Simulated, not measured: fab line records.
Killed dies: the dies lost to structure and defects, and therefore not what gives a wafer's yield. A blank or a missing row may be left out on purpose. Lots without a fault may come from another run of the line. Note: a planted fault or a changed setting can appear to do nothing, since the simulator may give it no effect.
fab line records ; flow n5-finfet ; part 1 of 2: steps 1 to 25 of 30
record: lots: 5; wafers: 15; last-day: 15
route steps=1938 shown WELL_APT@43 PMOS_HMC_CHANNEL_EPI@57
lots with no fault: from the same line, run without faults
start-h: hours from the record's opening day to when the first of the lot's shown wafers began ; wait-h: hours since the lot's step before ; " repeats the value in the row above ; L1.1+2: a single row standing in for several wafers ; - value missing, or start not given ; * or withheld: withheld ; < > ~ a bound
route shown NAME@n: a module of which the file shows steps, and the number in the route of the first ; usual: mean/standard deviation of fault-free wafers ; same: alike in all rows ; chamber/n: place in a boat ; sites: each site's reading ; _std_site: the standard deviation of these ; _edge_site: inner sites' mean taken away from outer sites' mean ; radius-mm: how far each site lies from the wafer's centre ; mask NAME#n: copy n ; behind: the most recent tool/chamber to have shaped the wafer ; hold: why the lot was held/for how many hours/how that ended ; device: the transistor (n, p or np) that didn't switch ; end of line: at the end of the route, the tests of the same wafers ; a step with no rows: only its recipe ; killed: dies lost to structure and defects at the first sort, not the wafer's yield ; map: per-die view of a wafer (x killed, . not killed, _ where there is no die)
set.NAME: the setting the step ran with; set.NAME@STEP: the setting that earlier step ran with ; model.NAME: the simulator's own value behind a step, which no gauge read
lots seen at some steps along the route; tables by step, rows by wafer
services: from which hour (start-h, from the record's first day; less than 0 if before it) a tool's chamber was out of use, for how many hours, and why
== steps ==
step: N5_WELL_APT_CD_MEAS_25
recipe: target-cd-nm: 200; landing-energy-ev: 500; detector: se-inlens
usual: cd-nm: 199.1/1.3
lot.wafer;tool;chamber;start-h;wait-h;cd-nm
L078.1;cd-sem-03;0;38.72;-;199.3
L078.2;cd-sem-03;0;38.72;-;199.3
L078.4;cd-sem-03;0;38.72;-;199.4
L079.1;cd-sem-03;0;45.02;-;200.5
L079.3;cd-sem-03;0;45.02;-;200.3
L079.6;cd-sem-03;0;45.02;-;200.6
L083.1;cd-sem-03;0;68.81;-;198.5
L083.3;cd-sem-03;0;68.81;-;197.4
L083.4;cd-sem-03;0;68.81;-;198.1
L088.1;cd-sem-01;0;99.08;-;199.0
L088.4;cd-sem-01;0;99.08;-;200.1
L088.6;cd-sem-01;0;99.08;-;199.8
L089.3;cd-sem-03;0;104.80;-;200.1
L089.4;cd-sem-03;0;104.80;-;199.5
L089.6;cd-sem-03;0;104.80;-;199.6
step: N5_WELL_APT_OVL_MEAS_26
recipe: points-per-wafer: 44
usual: PWELL_OVL: 0/6
lot.wafer;tool;chamber;start-h;wait-h;PWELL_OVL[nm]
L078.1;overlay-02;0;38.75;0.0;-3
L078.2;overlay-02;0;38.75;0.0;3
L078.4;overlay-02;0;38.75;0.0;2
L079.1;overlay-02;0;45.05;0.0;1
L079.3;overlay-02;0;45.05;0.0;9
L079.6;overlay-02;0;45.05;0.0;-9
L083.1;overlay-02;0;68.84;0.0;4
L083.3;overlay-02;0;68.84;0.0;0
L083.4;overlay-02;0;68.84;0.0;-3
L088.1;overlay-02;0;99.11;0.0;1
L088.4;overlay-02;0;99.11;0.0;7
L088.6;overlay-02;0;99.11;0.0;7
L089.3;overlay-02;0;104.83;0.0;-4
L089.4;overlay-02;0;104.83;0.0;4
L089.6;overlay-02;0;104.83;0.0;7
step: N5_WELL_APT_INSPECT_27
recipe: mode: adi; inspect-instrument: macro
usual: raw-defect-count: 2.2/1.5
lot.wafer;tool;chamber;start-h;wait-h;raw-defect-count
L078.1;defect-inspect-02;-;38.78;0.0;5
L078.2;defect-inspect-02;-;38.78;0.0;1
L078.4;defect-inspect-02;-;38.78;0.0;3
L079.1;defect-inspect-02;-;45.07;0.0;2
L079.3;defect-inspect-02;-;45.07;0.0;1
L079.6;defect-inspect-02;-;45.07;0.0;4
L083.1;defect-inspect-01;-;68.86;0.0;1
L083.3;defect-inspect-01;-;68.86;0.0;1
L083.4;defect-inspect-01;-;68.86;0.0;1
L088.1;defect-inspect-02;-;99.14;0.0;0
L088.4;defect-inspect-02;-;99.14;0.0;2
L088.6;defect-inspect-02;-;99.14;0.0;1
L089.3;defect-inspect-01;-;104.86;0.0;4
L089.4;defect-inspect-01;-;104.86;0.0;2
L089.6;defect-inspect-01;-;104.86;0.0;3
step: N5_WELL_APT_DESCUM_30
recipe: chemistry: O2; time-s: 7.9; source-power-w: 50; bias-power-w: 20; pressure-mtorr: 20; rf-frequency-hz: 2.712e+07; temp-c: 40; o2-flow-sccm: 225
usual: drypump-motor-current-A: 5.8/0.43; o2-flow-sccm: 225.0/0.73; oes-product-au: 0.76/0.071; rf-vpp-V: 242.8/1.4; showerhead-plenum-p-Torr: 2.06/0.066; throttle-valve-pct: 20.55/0.24
lot.wafer;tool;chamber;start-h;wait-h;drypump-motor-current-A;o2-flow-sccm;oes-product-au;rf-hours-counter-h;rf-vpp-V;showerhead-plenum-p-Torr;throttle-valve-pct
L078.1;rie-diel-05;2;38.81;0.0;6.2;224.5;0.71;206;242.6;2.15;20.66
L078.2;rie-diel-05;3;38.81;0.0;5.7;224.8;0.75;167;243.0;2.08;20.34
L078.4;rie-diel-05;0;38.81;0.0;5.6;225.2;0.94;17;242.9;2.04;20.18
L079.1;rie-diel-02;3;45.11;0.0;6.1;224.6;0.74;153;240.5;2.00;20.85
L079.3;rie-diel-02;2;45.11;0.0;6.2;224.9;0.78;140;245.1;2.19;20.85
L079.6;rie-diel-02;0;45.11;0.0;5.9;224.4;0.74;-;241.3;2.00;20.58
L083.1;rie-diel-05;2;68.90;0.0;6.2;225.6;0.71;218;243.5;2.15;20.69
L083.3;rie-diel-05;3;68.90;0.0;5.7;224.2;0.75;179;243.4;2.07;20.35
L083.4;rie-diel-05;2;68.90;0.0;6.2;225.3;0.70;-;244.7;2.15;20.69
L088.1;rie-diel-05;2;99.17;0.0;6.2;225.1;0.69;228;245.4;2.14;20.70
L088.4;rie-diel-05;1;99.17;0.0;5.1;223.9;0.68;246;243.0;2.05;20.45
L088.6;rie-diel-05;0;99.17;0.0;5.6;225.6;0.89;-;240.6;2.04;20.19
L089.3;rie-diel-02;2;104.89;0.0;6.2;226.0;0.76;157;245.2;2.18;20.88
L089.4;rie-diel-02;3;104.89;0.0;6.1;224.6;0.74;171;241.2;1.99;20.88
L089.6;rie-diel-02;2;104.89;0.0;6.2;226.2;0.77;-;244.8;2.18;20.87
step: N5_WELL_APT_IMPLANT_31
recipe: species: B; energy-kev: 60; dose-cm2: 1.5e+13; tilt-deg: 0; rotation-deg: 0
usual: dose-ions-cm2: 1.5001e+13/1.9e+10
lot.wafer;tool;chamber;start-h;wait-h;dose-ions-cm2
L078.1;implanter-02;0;38.91;0.1;1.501e+13
L078.2;implanter-02;0;38.91;0.1;1.4993e+13
L078.4;implanter-02;0;38.91;0.1;1.4993e+13
L079.1;implanter-01;0;45.21;0.1;1.4997e+13
L079.3;implanter-01;0;45.21;0.1;1.5006e+13
L079.6;implanter-01;0;45.21;0.1;1.4989e+13
L083.1;implanter-01;0;69.00;0.1;1.5026e+13
L083.3;implanter-01;0;69.00;0.1;1.5019e+13
L083.4;implanter-01;0;69.00;0.1;1.5016e+13
L088.1;implanter-02;0;99.27;0.1;1.4992e+13
L088.4;implanter-02;0;99.27;0.1;1.4992e+13
L088.6;implanter-02;0;99.27;0.1;1.5002e+13
L089.3;implanter-01;0;105.05;0.1;1.5021e+13
L089.4;implanter-01;0;105.05;0.1;1.4989e+13
L089.6;implanter-01;0;105.05;0.1;1.5004e+13
step: N5_WELL_APT_IMPLANT_32
recipe: species: BF2; energy-kev: 50; dose-cm2: 2e+13; tilt-deg: 0; rotation-deg: 0
usual: dose-ions-cm2: 1.9999e+13/2.7e+10
lot.wafer;tool;chamber;start-h;wait-h;dose-ions-cm2
L078.1;implanter-02;0;39.09;0.1;1.9972e+13
L078.2;implanter-02;0;39.09;0.1;2.002e+13
L078.4;implanter-02;0;39.09;0.1;1.9942e+13
L079.1;implanter-01;0;45.39;0.1;1.9999e+13
L079.3;implanter-01;0;45.39;0.1;1.9998e+13
L079.6;implanter-01;0;45.39;0.1;2.0053e+13
L083.1;implanter-01;0;69.18;0.1;1.9968e+13
L083.3;implanter-01;0;69.18;0.1;1.9976e+13
L083.4;implanter-01;0;69.18;0.1;1.9977e+13
L088.1;implanter-02;0;99.45;0.1;2.0002e+13
L088.4;implanter-02;0;99.45;0.1;2.0014e+13
L088.6;implanter-02;0;99.45;0.1;1.997e+13
L089.3;implanter-01;0;105.23;0.1;2.0041e+13
L089.4;implanter-01;0;105.23;0.1;2.0072e+13
L089.6;implanter-01;0;105.23;0.1;2.0023e+13
step: N5_WELL_APT_STRIP_33
recipe: chemistry: SPM; time-s: 900; temp-c: 130; h2so4-h2o2-vol-ratio: 4; dry: ipa-marangoni
lot.wafer;tool;chamber;start-h;wait-h
L078.1+2+4;wet-bench-03;5,0,7;39.30;0.2
L079.1+3+6;wet-bench-05;2,4,3;45.59;0.2
L083.1+3+4;wet-bench-03;0,4,6;69.38;0.2
L088.1+4+6;wet-bench-03;7,2,1;99.66;0.2
L089.3+4+6;wet-bench-05;3,6,0;105.38;0.1
step: N5_WELL_APT_RTA_34
recipe: temp-c: 1000; time-s: 10; ambient: N2; idle-temp-c: 600; ramp-up-c-per-s: 150; ramp-down-c-per-s: 60; cool-to-c: 600
usual: lamp-power-pct: 13.00/0.056; lamp_zone_1_pct: 12.995/0.03; lamp_zone_5_pct: 12.996/0.026; wafer_temp_C_max: 1003.4/1
lot.wafer;tool;chamber;start-h;wait-h;lamp-power-pct;lamp_zone_1_pct;lamp_zone_5_pct;wafer_temp_C_max
L078.1;rtp-anneal-02;0;39.71;0.2;12.93;13.041;13.008;1004.4
L078.2;rtp-anneal-02;0;39.71;0.2;12.98;13.017;13.001;1006.3
L078.4;rtp-anneal-02;0;39.71;0.2;12.96;12.995;12.991;1004.1
L079.1;rtp-anneal-01;0;45.98;0.1;12.91;12.983;12.939;1004.2
L079.3;rtp-anneal-01;0;45.98;0.1;12.95;12.997;13.017;1002.3
L079.6;rtp-anneal-01;0;45.98;0.1;12.96;12.990;12.974;1003.0
L083.1;rtp-anneal-02;0;69.66;0.0;13.00;12.913;13.023;1002.7
L083.3;rtp-anneal-02;0;69.66;0.0;12.98;12.952;12.967;1004.4
L083.4;rtp-anneal-02;0;69.66;0.0;12.94;12.976;13.011;1004.1
L088.1;rtp-anneal-01;0;100.04;0.1;13.03;13.005;12.997;1003.1
L088.4;rtp-anneal-01;0;100.04;0.1;12.97;13.037;13.014;1002.3
L088.6;rtp-anneal-01;0;100.04;0.1;13.00;13.004;12.972;1003.3
L089.3;rtp-anneal-02;0;105.69;0.1;13.02;12.936;12.976;1003.1
L089.4;rtp-anneal-02;0;105.69;0.1;13.05;12.974;12.955;1003.4
L089.6;rtp-anneal-02;0;105.69;0.1;13.02;13.014;13.010;1004.3
step: N5_WELL_APT_OXIDE_STRIP_42
recipe: chemistry: dHF; dilution: 25:1; time-s: 45; temp-c: 25; target: SiO2; target-depth-a: 120
lot.wafer;tool;chamber;start-h;wait-h
L078.1+2+4;wet-bench-05;4,2,1;39.85;0.1
L079.1+3+6;wet-bench-05;4,2,3;46.12;0.1
L083.1+3+4;wet-bench-03;7,0,1;69.80;0.1
L088.1+4+6;wet-bench-03;5,3,6;100.18;0.1
L089.3+4+6;wet-bench-05;4,5,2;105.80;0.1
step: N5_WELL_APT_PRECLEAN_36
recipe: chemistry: O3/DIW; time-s: 45; temp-c: 22; o3-ppm: 10
lot.wafer;tool;chamber;start-h;wait-h
L078.1+2+4;wet-bench-05;4,2,1;39.87;0.0
L079.1+3+6;wet-bench-05;4,2,3;46.14;0.0
L083.1+3+4;wet-bench-03;7,0,1;69.82;0.0
L088.1+4+6;wet-bench-03;5,3,6;100.20;0.0
L089.3+4+6;wet-bench-05;4,5,2;105.81;0.0
step: N5_WELL_APT_PRECLEAN_39
recipe: chemistry: dHF; time-s: 60; dilution: 150:1; temp-c: 25
lot.wafer;tool;chamber;start-h;wait-h
L078.1+2+4;wet-bench-05;4,2,1;39.88;0.0
L079.1+3+6;wet-bench-05;4,2,3;46.15;0.0
L083.1+3+4;wet-bench-03;7,0,1;69.83;0.0
L088.1+4+6;wet-bench-03;5,3,6;100.21;0.0
L089.3+4+6;wet-bench-05;4,5,2;105.82;0.0
step: N5_WELL_APT_SRD_37
recipe: dry: ipa-marangoni; do-ppb: 5; time-s: 30; temp-c: 23; rinse-liquid: diw
lot.wafer;tool;chamber;start-h;wait-h
L078.1+2+4;wet-bench-05;4,2,1;39.89;0.0
L079.1+3+6;wet-bench-05;4,2,3;46.17;0.0
L083.1+3+4;wet-bench-03;7,0,1;69.85;0.0
L088.1+4+6;wet-bench-03;5,3,6;100.23;0.0
L089.3+4+6;wet-bench-05;4,5,2;105.84;0.0
step: N5_WELL_APT_EPI_41
recipe: material: Si; target-thk-a: 500; temp-c: 650; precursor: SiH4/H2; pressure-torr: 20; time-s: 297.7
usual: throttle-valve-pct: 11.1/0.31
lot.wafer;tool;chamber;start-h;wait-h;throttle-valve-pct
L078.1;epi-rpcvd-03;0;39.94;0.0;11.7
L078.2;epi-rpcvd-03;0;39.94;0.0;11.4
L078.4;epi-rpcvd-03;0;39.94;0.0;11.6
L079.1;epi-rpcvd-01;0;46.22;0.0;11.2
L079.3;epi-rpcvd-01;0;46.22;0.0;10.9
L079.6;epi-rpcvd-01;0;46.22;0.0;11.2
L083.1;epi-rpcvd-01;0;69.90;0.0;11.3
L083.3;epi-rpcvd-01;0;69.90;0.0;11.1
L083.4;epi-rpcvd-01;0;69.90;0.0;11.0
L088.1;epi-rpcvd-01;0;100.28;0.0;11.2
L088.4;epi-rpcvd-01;0;100.28;0.0;11.1
L088.6;epi-rpcvd-01;0;100.28;0.0;11.0
L089.3;epi-rpcvd-01;0;106.09;0.2;11.1
L089.4;epi-rpcvd-01;0;106.09;0.2;11.2
L089.6;epi-rpcvd-01;0;106.09;0.2;11.2
step: N5_WELL_APT_INSPECT_38
recipe: inspect-instrument: darkfield; mode: post-epi
usual: raw-defect-count: 13/4.5
lot.wafer;tool;chamber;start-h;wait-h;raw-defect-count
L078.1;defect-inspect-01;-;40.58;0.5;17
L078.2;defect-inspect-01;-;40.58;0.5;12
L078.4;defect-inspect-01;-;40.58;0.5;20
L079.1;defect-inspect-02;-;46.85;0.5;12
L079.3;defect-inspect-02;-;46.85;0.5;11
L079.6;defect-inspect-02;-;46.85;0.5;8
L083.1;defect-inspect-01;-;70.73;0.7;19
L083.3;defect-inspect-01;-;70.73;0.7;4
L083.4;defect-inspect-01;-;70.73;0.7;10
L088.1;defect-inspect-02;-;100.91;0.5;10
L088.4;defect-inspect-02;-;100.91;0.5;19
L088.6;defect-inspect-02;-;100.91;0.5;12
L089.3;defect-inspect-02;-;106.53;0.3;15
L089.4;defect-inspect-02;-;106.53;0.3;13
L089.6;defect-inspect-02;-;106.53;0.3;7
step: N5_PMOS_HMC_CHANNEL_EPI_HM_DEP_34
recipe: material: SiO2; target-thk-a: 360; temp-c: 400; precursor: TEOS/O2; pressure-torr: 6.5; rf-w: 900; teos-flow-sccm: 161.4; gas: O2; flow-sccm: 2650; time-s: 6.9
usual: heater-power-w: 572/90; showerhead-plenum-p-Torr: 8.35/0.032; throttle-valve-pct: 19.0/1.1
lot.wafer;tool;chamber;start-h;wait-h;heater-power-w;showerhead-plenum-p-Torr;since-wet-clean-h;throttle-valve-pct
L078.1;pecvd-02;0;40.62;0.0;603;8.36;1107;18.9
L078.2;pecvd-02;2;40.62;0.0;513;8.36;326;17.4
L078.4;pecvd-02;2;40.62;0.0;498;8.37;-;17.4
L079.1;pecvd-01;0;46.89;0.0;656;8.34;570;19.8
L079.3;pecvd-01;1;46.89;0.0;446;8.33;1295;19.5
L079.6;pecvd-01;1;46.89;0.0;455;8.31;-;19.5
L083.1;pecvd-01;2;70.77;0.0;574;8.37;2043;21.1
L083.3;pecvd-01;0;70.77;0.0;643;8.32;593;19.9
L083.4;pecvd-01;1;70.77;0.0;506;8.29;-;19.6
L088.1;pecvd-03;2;100.95;0.0;610;8.30;232;17.8
L088.4;pecvd-03;2;100.95;0.0;628;8.32;-;17.9
L088.6;pecvd-03;1;100.95;0.0;521;8.41;-;18.8
L089.3;pecvd-01;0;106.56;0.0;620;8.33;629;19.9
L089.4;pecvd-01;2;106.56;0.0;466;8.35;-;20.8
L089.6;pecvd-01;0;106.56;0.0;624;8.33;-;20.0
step: N5_PMOS_HMC_CHANNEL_EPI_COAT_31
recipe: resist: BARC; temp-c: 205; time-s: 60; spin-rpm: 1500; resist-thk-nm: 66
usual: chill-plate-temp-C: 23.00/0.11
lot.wafer;tool;chamber;start-h;wait-h;chill-plate-temp-C
L078.1;litho-track-05;0;40.67;0.0;22.93
L078.2;litho-track-05;0;40.67;0.0;23.01
L078.4;litho-track-05;0;40.67;0.0;23.13
L079.1;litho-track-05;0;46.94;0.0;22.99
L079.3;litho-track-05;0;46.94;0.0;23.05
L079.6;litho-track-05;0;46.94;0.0;23.01
L083.1;litho-track-01;0;70.82;0.0;22.86
L083.3;litho-track-01;0;70.82;0.0;22.98
L083.4;litho-track-01;0;70.82;0.0;23.11
L088.1;litho-track-05;0;101.01;0.0;23.09
L088.4;litho-track-05;0;101.01;0.0;23.07
L088.6;litho-track-05;0;101.01;0.0;23.04
L089.3;litho-track-05;0;106.62;0.0;23.08
L089.4;litho-track-05;0;106.62;0.0;23.14
L089.6;litho-track-05;0;106.62;0.0;23.10
step: N5_PMOS_HMC_CHANNEL_EPI_COAT_03
recipe: resist: CAR-ArF-block; spin-rpm: 1500; resist-thk-nm: 205
usual: chill-plate-temp-C: 23.01/0.11
lot.wafer;tool;chamber;start-h;wait-h;chill-plate-temp-C
L078.1;litho-track-05;0;-;-;23.11
L078.2;litho-track-05;0;-;-;22.78
L078.4;litho-track-05;0;-;-;22.90
L079.1;litho-track-05;0;-;-;22.98
L079.3;litho-track-05;0;-;-;22.88
L079.6;litho-track-05;0;-;-;22.88
L083.1;litho-track-01;0;-;-;22.86
L083.3;litho-track-01;0;-;-;22.98
L083.4;litho-track-01;0;-;-;22.89
L088.1;litho-track-05;0;-;-;23.08
L088.4;litho-track-05;0;-;-;22.92
L088.6;litho-track-05;0;-;-;23.16
L089.3;litho-track-05;0;-;-;23.08
L089.4;litho-track-05;0;-;-;22.95
L089.6;litho-track-05;0;-;-;23.19
step: N5_PMOS_HMC_CHANNEL_EPI_EBR_05
recipe: solvent: PGMEA; ebr-width-mm: 1.5
usual: chill-plate-temp-C: 23.01/0.1
same: ebr-width-mm: 1.5
lot.wafer;tool;chamber;start-h;wait-h;chill-plate-temp-C
L078.1;litho-track-05;0;-;-;23.03
L078.2;litho-track-05;0;-;-;23.04
L078.4;litho-track-05;0;-;-;22.99
L079.1;litho-track-05;0;-;-;22.94
L079.3;litho-track-05;0;-;-;23.09
L079.6;litho-track-05;0;-;-;23.08
L083.1;litho-track-01;0;-;-;22.91
L083.3;litho-track-01;0;-;-;22.93
L083.4;litho-track-01;0;-;-;22.97
L088.1;litho-track-05;0;-;-;22.90
L088.4;litho-track-05;0;-;-;23.04
L088.6;litho-track-05;0;-;-;23.09
L089.3;litho-track-05;0;-;-;22.99
L089.4;litho-track-05;0;-;-;22.98
L089.6;litho-track-05;0;-;-;23.14
step: N5_PMOS_HMC_CHANNEL_EPI_SOFTBAKE_04
recipe: temp-c: 110; time-s: 60; resist: CAR-ArF-block
usual: chill-plate-temp-C: 23.00/0.11
lot.wafer;tool;chamber;start-h;wait-h;chill-plate-temp-C
L078.1;litho-track-05;0;-;-;22.96
L078.2;litho-track-05;0;-;-;23.04
L078.4;litho-track-05;0;-;-;23.12
L079.1;litho-track-05;0;-;-;23.20
L079.3;litho-track-05;0;-;-;22.90
L079.6;litho-track-05;0;-;-;22.95
L083.1;litho-track-01;0;-;-;22.95
L083.3;litho-track-01;0;-;-;22.89
L083.4;litho-track-01;0;-;-;22.83
L088.1;litho-track-05;0;-;-;23.03
L088.4;litho-track-05;0;-;-;23.16
L088.6;litho-track-05;0;-;-;23.13
L089.3;litho-track-05;0;-;-;23.08
L089.4;litho-track-05;0;-;-;23.25
L089.6;litho-track-05;0;-;-;23.32
step: N5_PMOS_HMC_CHANNEL_EPI_EXPOSE_06
recipe: mask-id: PMOS_HMC_BLK; na: 1.35; source-shape: conventional; sigma-outer: 0.8; polarization: unpolarized; target-cd-nm: 240; dose-mj: 41
lot.wafer;tool;chamber;start-h;wait-h;mask
L078.1+2+4;arfi-scanner-01;0;40.77;-;PMOS_HMC_BLK#0
L079.1+3+6;arfi-scanner-01;0;47.04;-;PMOS_HMC_BLK#0
L083.1+3+4;arfi-scanner-02;0;71.05;-;PMOS_HMC_BLK#0
L088.1+4+6;arfi-scanner-03;0;101.11;-;PMOS_HMC_BLK#0
L089.3+4+6;arfi-scanner-01;0;106.85;-;PMOS_HMC_BLK#0
step: N5_PMOS_HMC_CHANNEL_EPI_PEB_07
recipe: peb-temp-c: 110; peb-time-s: 60; resist: CAR-ArF-block
usual: chill-plate-temp-C: 23.04/0.11
lot.wafer;tool;chamber;start-h;wait-h;chill-plate-temp-C
L078.1;litho-track-04;0;40.83;0.1;23.11
L078.2;litho-track-04;0;40.83;0.1;23.02
L078.4;litho-track-04;0;40.83;0.1;23.10
L079.1;litho-track-04;0;47.10;0.1;23.03
L079.3;litho-track-04;0;47.10;0.1;23.01
L079.6;litho-track-04;0;47.10;0.1;23.05
L083.1;litho-track-01;0;71.11;0.1;23.06
L083.3;litho-track-01;0;71.11;0.1;23.09
L083.4;litho-track-01;0;71.11;0.1;23.13
L088.1;litho-track-01;0;101.16;0.1;23.24
L088.4;litho-track-01;0;101.16;0.1;23.06
L088.6;litho-track-01;0;101.16;0.1;23.07
L089.3;litho-track-04;0;106.90;0.0;23.06
L089.4;litho-track-04;0;106.90;0.0;22.94
L089.6;litho-track-04;0;106.90;0.0;22.95
step: N5_PMOS_HMC_CHANNEL_EPI_DEVELOP_08
recipe: develop-time-s: 30; developer: TMAH; resist: CAR-ArF-block; dev-temp-c: 23; rinse-liquid: diw; dry: air-spin
usual: chill-plate-temp-C: 23.00/0.1; developer-temp-C: 23.01/0.096
lot.wafer;tool;chamber;start-h;wait-h;chill-plate-temp-C;developer-temp-C
L078.1;litho-track-04;0;-;-;22.93;22.83
L078.2;litho-track-04;0;-;-;23.00;22.96
L078.4;litho-track-04;0;-;-;22.91;23.05
L079.1;litho-track-04;0;-;-;22.95;23.11
L079.3;litho-track-04;0;-;-;22.92;22.93
L079.6;litho-track-04;0;-;-;22.98;22.87
L083.1;litho-track-01;0;-;-;23.04;23.13
L083.3;litho-track-01;0;-;-;23.14;22.91
L083.4;litho-track-01;0;-;-;22.99;23.01
L088.1;litho-track-01;0;-;-;23.00;22.97
L088.4;litho-track-01;0;-;-;22.91;22.87
L088.6;litho-track-01;0;-;-;23.09;23.11
L089.3;litho-track-04;0;-;-;23.05;22.91
L089.4;litho-track-04;0;-;-;23.14;22.92
L089.6;litho-track-04;0;-;-;22.88;22.95
step: N5_PMOS_HMC_CHANNEL_EPI_CD_MEAS_09
recipe: target-cd-nm: 237.4; landing-energy-ev: 500; detector: se-inlens
usual: cd-nm: 237.1/0.76
lot.wafer;tool;chamber;start-h;wait-h;cd-nm
L078.1;cd-sem-03;0;40.89;-;236.9
L078.2;cd-sem-03;0;40.89;-;237.0
L078.4;cd-sem-03;0;40.89;-;238.4
L079.1;cd-sem-03;0;47.17;-;237.5
L079.3;cd-sem-03;0;47.17;-;237.0
L079.6;cd-sem-03;0;47.17;-;236.5
L083.1;cd-sem-01;0;71.17;-;237.1
L083.3;cd-sem-01;0;71.17;-;237.2
L083.4;cd-sem-01;0;71.17;-;237.2
L088.1;cd-sem-02;0;101.23;-;236.1
L088.4;cd-sem-02;0;101.23;-;236.3
L088.6;cd-sem-02;0;101.23;-;235.8
L089.3;cd-sem-02;0;106.97;-;238.7
L089.4;cd-sem-02;0;106.97;-;236.8
L089.6;cd-sem-02;0;106.97;-;238.5
step: N5_PMOS_HMC_CHANNEL_EPI_OVL_MEAS_10
recipe: points-per-wafer: 44
usual: PMOS_HMC_BLK_OVL: -0.3/0.83
lot.wafer;tool;chamber;start-h;wait-h;PMOS_HMC_BLK_OVL[nm]
L078.1;overlay-02;0;40.93;0.0;0.7
L078.2;overlay-02;0;40.93;0.0;-0.6
L078.4;overlay-02;0;40.93;0.0;-0.2
L079.1;overlay-01;0;47.20;0.0;1.4
L079.3;overlay-01;0;47.20;0.0;1.0
L079.6;overlay-01;0;47.20;0.0;0.9
L083.1;overlay-02;0;71.20;0.0;-0.6
L083.3;overlay-02;0;71.20;0.0;-0.5
L083.4;overlay-02;0;71.20;0.0;0.2
L088.1;overlay-01;0;101.26;0.0;-0.8
L088.4;overlay-01;0;101.26;0.0;0.0
L088.6;overlay-01;0;101.26;0.0;0.0
L089.3;overlay-01;0;107.00;0.0;0.6
L089.4;overlay-01;0;107.00;0.0;0.2
L089.6;overlay-01;0;107.00;0.0;1.0
step: N5_PMOS_HMC_CHANNEL_EPI_INSPECT_11
recipe: mode: adi; inspect-instrument: macro
usual: raw-defect-count: 1.8/1.3
lot.wafer;tool;chamber;start-h;wait-h;raw-defect-count
L078.1;defect-inspect-02;-;40.95;0.0;2
L078.2;defect-inspect-02;-;40.95;0.0;1
L078.4;defect-inspect-02;-;40.95;0.0;3
L079.1;defect-inspect-01;-;47.22;0.0;3
L079.3;defect-inspect-01;-;47.22;0.0;1
L079.6;defect-inspect-01;-;47.22;0.0;0
L083.1;defect-inspect-02;-;71.23;0.0;4
L083.3;defect-inspect-02;-;71.23;0.0;2
L083.4;defect-inspect-02;-;71.23;0.0;1
L088.1;defect-inspect-01;-;101.28;0.0;1
L088.4;defect-inspect-01;-;101.28;0.0;2
L088.6;defect-inspect-01;-;101.28;0.0;3
L089.3;defect-inspect-02;-;107.02;0.0;3
L089.4;defect-inspect-02;-;107.02;0.0;4
L089.6;defect-inspect-02;-;107.02;0.0;2
